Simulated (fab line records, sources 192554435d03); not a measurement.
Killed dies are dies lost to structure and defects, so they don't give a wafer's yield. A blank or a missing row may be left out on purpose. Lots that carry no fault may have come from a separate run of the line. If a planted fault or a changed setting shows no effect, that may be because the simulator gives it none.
fab line records	flow n5_finfet
record: lots: 6	wafers: 18	last_day: 17
route steps=1938 shown BEOL_M13@1710 BEOL_M14@1716 PASSIVATION@1936
lots with no fault: from the same line, run without faults
start_h: start of the lot's first displayed wafer, in hours after the record's first day	wait_h: hours from the lot's prior step to this one	" the same as in the row above	L1.1+2: a single row standing in for several wafers	- no value present, or no start provided	* or withheld: withheld	< > ~ a bound
route shown NAME@n: NAME is a module with steps in the file, n the number in the route of the first one	usual: mean/standard deviation taken from wafers without a fault	same: alike in all rows	chamber/n: place in a boat	sites: readings site by site	_std_site: standard deviation across them	_edge_site: inner sites' mean taken away from outer sites' mean	radius_mm: how far each site lies from the wafer's centre	mask NAME#n: copy n	behind: the last tool/chamber to shape the wafer	hold: reason for holding the lot/hours on hold/outcome of the hold	device: which transistor (n, p or np) failed to switch	end of line: the tests these same wafers got at the end of their route	where a step has no rows: the recipe by itself	killed: not the wafer's yield, but the dies lost to structure and defects at the first sort	map: shows each die of a wafer: x if killed, . if not, _ if none is there
set.NAME: the setting the step ran with; set.NAME@STEP: the setting that earlier step ran with	model.NAME: the simulator's own value behind a step, which no gauge read
lots at selected steps of the route; one table per step, one row per wafer
services: when a tool's chamber went out of use (start_h, in hours from the record's first day, below 0 if earlier), for how many hours, and the reason
== steps ==
step: N5_BEOL_M13_CMP_49
recipe: stop_on: SiOC	t_overpolish_s: 17.1	down_force_psi: 1	platen_rpm: 50	clearing_platen_down_force_psi: 1.5	clearing_platen_rpm: 50	post_cmp_clean: cu_alkaline	target_thk_nm: 420	clearing_platen_pad_velocity_m_s: 0.99484	pad_velocity_m_s: 0.99484
usual: barrier_field_endpoint_s: 30.8/0.78	motor_current_A: 6.4/0.72	overpolish_run_s: 17.100/0.0093
lot.wafer	tool	chamber	start_h	wait_h	barrier_field_endpoint_s	motor_current_A	overpolish_run_s
L867.4	cmp-02	1	254.62	0.1	29.7	6.6	17.098
L867.2	"	0	"	"	29.4	6.9	17.080
L867.6	"	2	"	"	30.2	7.3	17.094
L868.3	cmp-03	1	260.53	0.3	31.1	6.0	17.093
L868.5	"	2	"	"	30.7	7.0	17.095
L868.6	"	3	"	"	31.6	5.9	17.083
L876.4	cmp-03	2	313.92	0.2	30.4	6.7	17.111
L876.3	"	3	"	"	30.3	6.0	17.088
L876.6	"	1	"	"	30.4	6.4	17.105
L881.4	cmp-03	0	357.43	0.2	30.7	6.3	17.109
L881.3	"	1	"	"	30.4	6.4	17.087
L881.6	"	2	"	"	29.7	6.9	17.095
L884.4	cmp-01	0	360.31	0.1	31.3	5.9	17.107
L884.5	"	0	"	"	30.3	5.6	17.104
L884.6	"	1	"	"	31.0	6.3	17.090
L883.4	cmp-02	3	372.94	0.2	30.8	5.5	17.102
L883.1	"	0	"	"	29.6	6.5	17.107
L883.5	"	3	"	"	29.8	5.4	17.092
step: N5_BEOL_M13_THK_MEAS_50
recipe: thk_meas_gauge: xrf	reads: Cu_of_BEOL_M13_ECD_47
usual: M13_THK: 415/6.3
lot.wafer	tool	chamber	start_h	wait_h	M13_THK[nm]
L867.2	film_metro-01	-	254.93	0.1	413
L867.4	"	-	"	"	417
L867.6	"	-	"	"	423
L868.3	film_metro-01	-	260.71	-	415
L868.5	"	-	"	"	419
L868.6	"	-	"	"	414
L876.3	film_metro-01	-	314.14	-	412
L876.4	"	-	"	"	418
L876.6	"	-	"	"	427
L881.3	film_metro-02	-	357.65	-	413
L881.4	"	-	"	"	412
L881.6	"	-	"	"	405
L884.4	film_metro-02	-	360.60	-	403
L884.5	"	-	"	"	419
L884.6	"	-	"	"	407
L883.1	film_metro-02	-	373.20	-	415
L883.4	"	-	"	"	416
L883.5	"	-	"	"	410
step: N5_BEOL_M13_PRE_CLEAN_52
recipe: gas: NH3	time_s: 15	temp_c: withheld	rf_power_w: 300
step: N5_BEOL_M13_DEP_53
recipe: material: SiCN	target_thk_a: 500	temp_c: withheld	precursor: 3MS/NH3	pressure_torr: 3	rf_w: 675	time_s: 17.8
usual: showerhead_plenum_p_Torr: 4.159/0.016	throttle_valve_pct: 18.4/1.4
lot.wafer	tool	chamber	start_h	wait_h	showerhead_plenum_p_Torr	since_wet_clean_h	throttle_valve_pct
L867.2	pecvd-03	1	254.99	0.0	4.176	2046	19.1
L867.4	"	1	"	"	4.164	-	19.4
L867.6	"	0	"	"	4.207	-	19.2
L868.3	pecvd-04	1	260.77	0.0	4.159	1508	20.7
L868.5	"	2	"	"	4.156	-	16.1
L868.6	"	1	"	"	4.159	-	21.1
L876.3	pecvd-04	0	314.20	0.0	4.145	837	18.1
L876.4	"	1	"	"	4.161	-	20.8
L876.6	"	2	"	"	4.157	-	16.2
L881.3	pecvd-01	0	357.71	0.0	4.154	1062	17.9
L881.4	"	2	"	"	4.139	-	16.5
L881.6	"	1	"	"	4.143	-	19.7
L884.4	pecvd-03	0	360.68	0.0	4.197	-	19.6
L884.5	"	2	"	"	4.166	-	18.0
L884.6	"	1	"	"	4.178	-	19.3
L883.1	pecvd-03	1	373.26	0.0	4.164	2165	19.1
L883.4	"	1	"	"	4.163	-	19.4
L883.5	"	0	"	"	4.201	-	19.3
step: N5_BEOL_M13_RS_MEAS_54
recipe: thk_meas_gauge: four-point-probe	reads: Cu_of_BEOL_M13_ECD_47+Ta_of_BEOL_M13_SPUTTER_44+TaN_of_BEOL_M13_SPUTTER_43
usual: M13_RS: 0.0447/0.0006
lot.wafer	tool	chamber	start_h	wait_h	M13_RS[ohm/sq]
L867.2	film_metro-01	-	255.06	0.1	0.0453
L867.4	"	-	"	"	0.0448
L867.6	"	-	"	"	0.0442
L868.3	film_metro-02	-	260.84	0.1	0.0453
L868.5	"	-	"	"	0.0449
L868.6	"	-	"	"	0.0457
L876.3	film_metro-02	-	314.27	0.1	0.0456
L876.4	"	-	"	"	0.0446
L876.6	"	-	"	"	0.0440
L881.3	film_metro-02	-	357.78	0.1	0.0449
L881.4	"	-	"	"	0.0448
L881.6	"	-	"	"	0.0455
L884.4	film_metro-02	-	360.73	0.0	0.0458
L884.5	"	-	"	"	0.0441
L884.6	"	-	"	"	0.0454
L883.1	film_metro-02	-	373.33	0.0	0.0443
L883.4	"	-	"	"	0.0440
L883.5	"	-	"	"	0.0448
step: N5_BEOL_M13_INSPECT_55
recipe: inspect_instrument: darkfield	mode: post_dep
usual: raw_defect_count: 69/23
lot.wafer	tool	chamber	start_h	wait_h	raw_defect_count
L867.2	defect_inspect-01	-	255.09	0.0	48
L867.4	"	-	"	"	60
L867.6	"	-	"	"	91
L868.3	defect_inspect-01	-	260.86	0.0	52
L868.5	"	-	"	"	105
L868.6	"	-	"	"	81
L876.3	defect_inspect-02	-	314.30	0.0	85
L876.4	"	-	"	"	83
L876.6	"	-	"	"	88
L881.3	defect_inspect-01	-	357.80	0.0	41
L881.4	"	-	"	"	26
L881.6	"	-	"	"	39
L884.4	defect_inspect-02	-	360.76	0.0	39
L884.5	"	-	"	"	38
L884.6	"	-	"	"	46
L883.1	defect_inspect-01	-	373.35	0.0	77
L883.4	"	-	"	"	94
L883.5	"	-	"	"	117
step: N5_BEOL_M14_ILD_DEP_00
recipe: material: SiO2	target_thk_a: 11193	temp_c: 400	precursor: TEOS/O2	pressure_torr: 6.5	rf_w: 900	teos_flow_sccm: 161.4	gas: O2	flow_sccm: 2650	time_s: 237.4
usual: heater_power_w: 557/85	showerhead_plenum_p_Torr: 8.350/0.025	throttle_valve_pct: 19.3/1.1
lot.wafer	tool	chamber	start_h	wait_h	heater_power_w	showerhead_plenum_p_Torr	since_wet_clean_h	throttle_valve_pct
L867.2	pecvd-04	1	255.12	0.0	630	8.346	1503	21.7
L867.4	"	0	"	"	526	8.328	-	18.7
L867.6	"	0	"	"	561	8.332	-	18.6
L868.3	pecvd-02	0	260.90	0.0	623	8.342	1146	19.6
L868.5	"	1	"	"	558	8.360	-	19.4
L868.6	"	2	"	"	400	8.345	-	18.1
L876.3	pecvd-02	0	314.33	0.0	659	8.359	1199	19.6
L876.4	"	0	"	"	498	8.337	-	19.7
L876.6	"	2	"	"	477	8.325	-	18.4
L881.3	pecvd-02	2	357.84	0.0	409	8.327	489	18.2
L881.4	"	0	"	"	612	8.333	-	19.5
L881.6	"	1	"	"	658	8.359	-	19.3
L884.4	pecvd-04	0	360.87	0.1	531	8.335	-	18.8
L884.5	"	1	"	"	497	8.346	-	21.5
L884.6	"	2	"	"	490	8.326	-	17.2
L883.1	pecvd-02	0	373.39	0.0	658	8.323	1259	19.5
L883.4	"	1	"	"	552	8.341	-	19.5
L883.5	"	0	"	"	506	8.337	-	19.3
step: N5_BEOL_M14_THK_MEAS_01
recipe: reads: SiO2_of_BEOL_M14_ILD_DEP_00
usual: M14_ILD_THK: 1124/14
lot.wafer	tool	chamber	start_h	wait_h	M14_ILD_THK[nm]
L867.2	film_metro-01	-	255.39	0.2	1092
L867.4	"	-	"	"	1118
L867.6	"	-	"	"	1117
L868.3	film_metro-01	-	261.09	0.1	1113
L868.5	"	-	"	"	1144
L868.6	"	-	"	"	1133
L876.3	film_metro-01	-	314.52	0.1	1117
L876.4	"	-	"	"	1146
L876.6	"	-	"	"	1134
L881.3	film_metro-01	-	358.03	0.1	1115
L881.4	"	-	"	"	1130
L881.6	"	-	"	"	1132
L884.4	film_metro-02	-	360.98	0.0	1129
L884.5	"	-	"	"	1127
L884.6	"	-	"	"	1122
L883.1	film_metro-01	-	373.58	0.1	1092
L883.4	"	-	"	"	1120
L883.5	"	-	"	"	1110
step: N5_BEOL_M14_COAT_58
recipe: resist: BARC	temp_c: 205	time_s: 60	spin_rpm: 1500	resist_thk_nm: 89
step: N5_BEOL_M14_COAT_04
recipe: spin_rpm: 1704	resist_thk_nm: 800
step: N5_BEOL_M14_EBR_06
recipe: solvent: PGMEA	ebr_width_mm: 1.5
step: N5_BEOL_M14_SOFTBAKE_05
recipe: temp_c: 130	time_s: 60
step: N5_BEOL_M14_EXPOSE_07
recipe: mask_id: V13	na: 0.8	source_shape: annular	sigma_inner: 0.5	sigma_outer: 0.8	polarization: unpolarized	attpsm_phase_deg: 180	dose_mj: 57
usual: exposure_dose_mJ_cm2: 56.98/0.057
lot.wafer	tool	chamber	start_h	wait_h	mask	exposure_dose_mJ_cm2
L867.2	krf_scanner-01	0	255.53	-	V13#0	56.99
L867.4	"	0	"	"	V13#0	57.01
L867.6	"	0	"	"	V13#0	56.97
L868.3	krf_scanner-02	0	261.36	-	V13#0	56.97
L868.5	"	0	"	"	V13#0	56.91
L868.6	"	0	"	"	V13#0	56.94
L876.3	krf_scanner-02	0	314.79	-	V13#0	56.95
L876.4	"	0	"	"	V13#0	56.99
L876.6	"	0	"	"	V13#0	57.07
L881.3	krf_scanner-02	0	358.17	-	V13#0	52.98
L881.4	"	0	"	"	V13#0	52.93
L881.6	"	0	"	"	V13#0	52.94
L884.4	krf_scanner-01	0	361.26	-	V13#0	56.96
L884.5	"	0	"	"	V13#0	56.95
L884.6	"	0	"	"	V13#0	56.98
L883.1	krf_scanner-02	0	373.84	-	V13#0	53.76
L883.4	"	0	"	"	V13#0	53.69
L883.5	"	0	"	"	V13#0	53.59
step: N5_BEOL_M14_PEB_08
recipe: peb_temp_c: 130	peb_time_s: 90
step: N5_BEOL_M14_DEVELOP_09
recipe: develop_time_s: 45	rinse_liquid: diw	dry: air_spin	dev_temp_c: 21
step: N5_BEOL_M14_HARDBAKE_14
recipe: temp_c: 130	time_s: 120
step: N5_BEOL_M14_CD_MEAS_10
recipe: target_cd_nm: 250	landing_energy_ev: 500	detector: se_inlens	polarity: opening
usual: cd_nm: 250.3/1.9
lot.wafer	tool	chamber	start_h	wait_h	cd_nm
L867.2	cd_sem-01	0	255.70	-	252.4
L867.4	"	0	"	"	252.7
L867.6	"	0	"	"	249.6
L868.3	cd_sem-01	0	261.52	-	247.2
L868.5	"	0	"	"	247.5
L868.6	"	0	"	"	245.9
L876.3	cd_sem-01	0	314.96	-	253.1
L876.4	"	0	"	"	249.9
L876.6	"	0	"	"	254.2
L881.3	cd_sem-01	0	358.34	-	236.8
L881.4	"	0	"	"	237.2
L881.6	"	0	"	"	234.8
L884.4	cd_sem-03	0	361.42	-	249.2
L884.5	"	0	"	"	248.0
L884.6	"	0	"	"	249.4
L883.1	cd_sem-01	0	374.01	-	240.3
L883.4	"	0	"	"	238.2
L883.5	"	0	"	"	238.9
step: N5_BEOL_M14_OVL_MEAS_11
recipe: points_per_wafer: 44
usual: V13_OVL: -2/6.2
lot.wafer	tool	chamber	start_h	wait_h	V13_OVL[nm]
L867.2	overlay-01	0	255.73	0.0	-1
L867.4	"	0	"	"	-2
L867.6	"	0	"	"	0
L868.3	overlay-01	0	261.56	0.0	8
L868.5	"	0	"	"	10
L868.6	"	0	"	"	7
L876.3	overlay-01	0	314.99	0.0	-6
L876.4	"	0	"	"	-16
L876.6	"	0	"	"	-3
L881.3	overlay-02	0	358.36	0.0	8
L881.4	"	0	"	"	-3
L881.6	"	0	"	"	7
L884.4	overlay-01	0	361.45	0.0	0
L884.5	"	0	"	"	-12
L884.6	"	0	"	"	-9
L883.1	overlay-02	0	374.04	0.0	5
L883.4	"	0	"	"	5
L883.5	"	0	"	"	3
step: N5_PASSIVATION_PROBE_49
usual: defect_limited_yield: 91.0/1.5	killed_at_M0_to_M3: 34/11	killed_at_M4_up: 14/5.3	killed_at_contacts: 13/7	killed_at_front_end: 41/13	killed_at_other: 4/3.1	killed_dies: 106/17	killed_open: 70/12	killed_short: 35/8	sort_bin_5_function: 5.2/0.98	sort_bin_6_memory: 3.4/0.69	sort_bin_8_speed: 0.00/0.007	sort_n_pass: 1074/17	sort_yield_pct: 91.0/1.5
same: gross_dies: 1180	killed_at_back_side: 0	sort_bin_4_leakage[%]: 0
lot.wafer	tool	chamber	start_h	wait_h	defect_limited_yield[%]	killed_at_M0_to_M3	killed_at_M4_up	killed_at_contacts	killed_at_front_end	killed_at_other	killed_dies	killed_open	killed_short	sort_bin_5_function[%]	sort_bin_6_memory[%]	sort_bin_8_speed[%]	sort_n_pass	sort_yield_pct[%]
L867.2	prober-01	-	282.31	0.1	90.0	28	10	12	55	13	118	72	40	5.4	4.1	0	1062	90.0
L867.4	prober-01	-	282.41	0.2	92.1	32	13	6	35	7	93	58	34	4.5	2.9	0	1087	92.1
L867.6	prober-01	-	282.51	0.3	91.2	17	9	11	60	7	104	63	37	6.5	2.3	0	1076	91.2
L868.3	prober-01	-	286.83	0.1	89.6	30	17	11	60	5	123	87	36	7.1	3.1	0	1057	89.6
L868.5	prober-01	-	286.93	0.2	92.5	36	7	9	36	1	89	57	31	3.3	4.0	0	1091	92.5
L868.6	prober-01	-	286.98	0.3	91.2	32	9	23	37	3	104	68	35	5.1	3.1	0	1076	91.2
L876.3	prober-02	-	342.01	0.1	91.5	34	11	5	43	7	100	64	36	4.8	3.4	0	1080	91.5
L876.4	prober-02	-	342.06	0.2	88.8	39	19	5	49	20	132	89	42	5.5	5.3	0	1048	88.8
L876.6	prober-02	-	342.16	0.3	90.3	31	14	17	47	5	114	76	34	5.3	3.9	0	1066	90.3
L881.3	prober-02	-	392.72	0.1	89.2	41	19	19	38	11	128	69	55	6.1	4.1	0	1052	89.2
L881.4	prober-02	-	392.77	0.2	90.4	27	15	5	62	4	113	71	41	4.7	4.7	0	1067	90.4
L881.6	prober-02	-	392.87	0.3	90.7	34	16	9	42	9	110	69	39	4.7	4.1	0	1070	90.7
L884.4	prober-01	-	393.46	0.2	92.0	16	8	10	59	1	94	68	23	5.5	1.9	0	1086	92.0
L884.5	prober-01	-	393.51	0.2	88.0	57	15	6	60	4	142	83	57	6.8	4.8	0	1038	88.0
L884.6	prober-01	-	393.56	0.3	88.0	42	19	8	65	8	142	94	46	6.4	5.2	0	1038	88.0
L883.1	prober-01	-	397.95	0.0	91.4	41	10	8	40	2	101	65	35	5.6	2.7	0	1079	91.4
L883.4	prober-01	-	398.10	0.2	89.2	55	17	10	46	0	128	87	41	6.7	3.7	0.08	1051	89.1
L883.5	prober-01	-	398.15	0.2	92.6	31	6	3	47	0	87	64	23	3.9	3.4	0	1093	92.6
killed by level:class
L867.2 STI_FIN_REVEAL:geometric_particle:open=17 BEOL_M0_SAQP:geometric_particle:short=8 BEOL_M0_SAQP:geometric_particle:open=8 FIN_SAQP:geometric_particle:short=7 STI_FIN_REVEAL:geometric_particle:short=6 BEOL_M4:geometric_particle:open=6 FIN_SAQP:geometric_particle:open=5 PASS1_CAP:geometric_particle:open=5
L867.4 BEOL_M2:geometric_particle:open=11 BEOL_M4:geometric_particle:open=10 STI_FIN_REVEAL:geometric_particle:open=10 BEOL_M0_SAQP:geometric_particle:open=5 FIN_SAQP:geometric_particle:short=4 DUMMY_GATE:geometric_particle:open=4 MOL_CONTACT_COAG:geometric_particle:open=4 BEOL_M1:geometric_particle:short=4
L867.6 STI_FIN_REVEAL:geometric_particle:open=12 FIN_SAQP:geometric_particle:short=11 MOL_CONTACT_COAG:geometric_particle:open=7 GATE_CUT:geometric_particle:open=7 FIN_SAQP:geometric_particle:open=6 DUMMY_GATE:geometric_particle:open=6 BEOL_M2:geometric_particle:open=6 GATE_CUT:geometric_particle:short=5
L868.3 STI_FIN_REVEAL:geometric_particle:open=21 FIN_SAQP:geometric_particle:short=12 MOL_CONTACT_COAG:geometric_particle:open=11 FIN_SAQP:geometric_particle:open=9 BEOL_M2:geometric_particle:open=9 BEOL_M4:geometric_particle:open=8 BEOL_M0_SAQP:geometric_particle:open=5 BEOL_M0_SAQP:geometric_particle:short=5
L868.5 BEOL_M0_SAQP:geometric_particle:open=15 MOL_CONTACT_COAG:geometric_particle:open=8 BEOL_M0_SAQP:geometric_particle:short=8 FIN_SAQP:geometric_particle:short=6 STI_FIN_REVEAL:geometric_particle:open=6 BEOL_M2:geometric_particle:open=6 FIN_SAQP:geometric_particle:open=5 STARTING-WAFER:geometric_particle:short=4
L868.6 MOL_CONTACT_COAG:geometric_particle:open=17 STI_FIN_REVEAL:geometric_particle:open=12 BEOL_M0_SAQP:geometric_particle:open=9 BEOL_M0_SAQP:geometric_particle:short=7 BEOL_M2:geometric_particle:open=6 MOL_CONTACT_COAG:geometric_particle:short=5 BEOL_M2:geometric_particle:short=4 BEOL_M3:geometric_particle:open=4
L876.3 BEOL_M2:geometric_particle:open=9 GATE_CUT:geometric_particle:short=7 DUMMY_GATE:geometric_particle:open=5 BEOL_M3:geometric_particle:open=5 BEOL_M0_SAQP:geometric_particle:open=5 BEOL_M4:geometric_particle:open=5 STI_FIN_REVEAL:geometric_particle:open=4 ILD0:geometric_particle:open=4
L876.4 BEOL_M2:geometric_particle:open=16 FIN_SAQP:geometric_particle:short=11 FIN_SAQP:geometric_particle:open=9 BEOL_M1:geometric_particle:open=7 BEOL_M4:geometric_particle:open=7 DUMMY_GATE:geometric_particle:open=6 BEOL_M0_SAQP:geometric_particle:open=6 MIM_TOP:geometric_particle:open=6
L876.6 FIN_SAQP:geometric_particle:open=12 MOL_CONTACT_COAG:geometric_particle:open=10 FIN_SAQP:geometric_particle:short=9 STI_FIN_REVEAL:geometric_particle:open=7 DUMMY_GATE:geometric_particle:open=7 MOL_CONTACT_COAG:geometric_particle:short=7 BEOL_M1:geometric_particle:open=7 BEOL_M4:geometric_particle:open=6
L881.3 MOL_CONTACT_COAG:geometric_particle:open=12 BEOL_M0_SAQP:geometric_particle:short=10 BEOL_M0_SAQP:geometric_particle:open=10 FIN_SAQP:geometric_particle:short=7 MOL_CONTACT_COAG:geometric_particle:short=7 STI_FIN_REVEAL:geometric_particle:open=6 BEOL_M1:geometric_particle:open=6 BEOL_M4:geometric_particle:open=6
L881.4 STI_FIN_REVEAL:geometric_particle:open=28 STI_FIN_REVEAL:geometric_particle:short=10 BEOL_M0_SAQP:geometric_particle:short=8 BEOL_M3:geometric_particle:open=8 GATE_CUT:geometric_particle:short=7 FIN_SAQP:geometric_particle:open=5 BEOL_M0:geometric_particle:open=5 BEOL_M5:geometric_particle:open=5
L881.6 STI_FIN_REVEAL:geometric_particle:open=16 BEOL_M0_SAQP:geometric_particle:short=14 MOL_CONTACT_COAG:geometric_particle:open=8 BEOL_M2:geometric_particle:open=8 STI_FIN_REVEAL:geometric_particle:short=5 GATE_CUT:geometric_particle:open=5 GATE_CUT:geometric_particle:short=4 BEOL_M4:geometric_particle:open=4
L884.4 STI_FIN_REVEAL:geometric_particle:open=21 FIN_SAQP:geometric_particle:open=13 FIN_SAQP:geometric_particle:short=10 MOL_CONTACT_COAG:geometric_particle:open=9 STI_FIN_REVEAL:geometric_particle:short=5 BEOL_M0_SAQP:geometric_particle:open=4 DUMMY_GATE:geometric_particle:open=4 BEOL_M0_SAQP:geometric_particle:short=3
L884.5 FIN_SAQP:geometric_particle:short=13 STI_FIN_REVEAL:geometric_particle:open=13 BEOL_M3:geometric_particle:open=13 BEOL_M0_SAQP:geometric_particle:open=12 FIN_SAQP:geometric_particle:open=11 BEOL_M0_SAQP:geometric_particle:short=11 GATE_CUT:geometric_particle:open=7 BEOL_M2:geometric_particle:short=7
L884.6 STI_FIN_REVEAL:geometric_particle:open=19 BEOL_M4:geometric_particle:open=13 BEOL_M0_SAQP:geometric_particle:open=13 FIN_SAQP:geometric_particle:open=11 FIN_SAQP:geometric_particle:short=11 BEOL_M0_SAQP:geometric_particle:short=8 BEOL_M2:geometric_particle:open=8 MOL_CONTACT_COAG:geometric_particle:open=5
L883.1 FIN_SAQP:geometric_particle:open=13 FIN_SAQP:geometric_particle:short=11 BEOL_M2:geometric_particle:open=9 BEOL_M1:geometric_particle:open=8 MOL_CONTACT_COAG:geometric_particle:open=7 BEOL_M0_SAQP:geometric_particle:short=6 BEOL_M3:geometric_particle:open=6 BEOL_M0_SAQP:geometric_particle:open=5
L883.4 BEOL_M0_SAQP:geometric_particle:open=17 BEOL_M0_SAQP:geometric_particle:short=11 FIN_SAQP:geometric_particle:short=10 MOL_CONTACT_COAG:geometric_particle:open=10 FIN_SAQP:geometric_particle:open=9 BEOL_M2:geometric_particle:open=9 BEOL_M4:geometric_particle:open=8 STI_FIN_REVEAL:geometric_particle:open=8
L883.5 STI_FIN_REVEAL:geometric_particle:open=14 BEOL_M0_SAQP:geometric_particle:open=11 FIN_SAQP:geometric_particle:open=7 BEOL_M2:geometric_particle:open=6 FIN_SAQP:geometric_particle:short=5 BEOL_M0_SAQP:geometric_particle:short=5 BEOL_M1:geometric_particle:open=4 FIN_CUT:geometric_particle:short=3
== services ==
tool	chamber	start_h	hours	kind
krf_scanner-02	-	237.45	1.3	pm
cmp-03	-	240.60	4.1	repair
krf_scanner-01	-	248.66	3.6	pm
cmp-03	-	253.55	4.0	pm
cmp-01	-	258.15	6.5	pm
krf_scanner-01	-	267.78	1.0	pm
cmp-03	-	274.21	0.6	repair
pecvd-01	0	275.08	15.7	repair
cmp-01	-	277.37	1.1	repair
cmp-02	-	279.47	6.2	repair
pecvd-01	0	291.87	11.2	repair
cmp-03	-	294.05	3.7	repair
pecvd-04	-	295.33	1.2	repair
krf_scanner-02	-	304.99	0.8	pm
cmp-01	-	322.87	0.9	repair
krf_scanner-01	-	332.69	7.2	pm
pecvd-03	-	343.35	14.6	pm
cmp-01	-	345.49	4.0	pm
krf_scanner-02	-	346.22	1.0	pm
pecvd-01	-	348.09	1.2	repair
cmp-03	-	352.81	0.8	repair
krf_scanner-01	-	354.59	1.3	pm
cmp-03	-	359.94	2.4	repair
krf_scanner-01	-	369.64	0.8	pm
== key ==
first_sign: step: N5_BEOL_M14_EXPOSE_07	reading: exposure_dose_mJ_cm2	direction: down	sigmas: 64	usual: 56.98	struck: 53.31
effect: step: N5_BEOL_M14_CD_MEAS_10	reading: cd_nm	direction: down	sigmas: 6.7	usual: 250.3	struck: 237.7	through: control_loop
met_at N5_BEOL_M14_EXPOSE_07
struck_wafers L881.3,L881.4,L881.6,L883.1,L883.4,L883.5
loop_trim: step: N5_BEOL_M14_EXPOSE_07	setting: dose	lots: L883
onset_between 314.79 358.17
fault: kind: process_parameter_drift	tool: krf_scanner-02	chamber: -	onset_h: 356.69	steps: N5_BEOL_M14_EXPOSE_07	channel: dose_mj	offset: -4.0402	shape: step	acts_in: these_recipes_only	stated: 57
loop_trim: a control loop set the setting to another value than it would have without faults
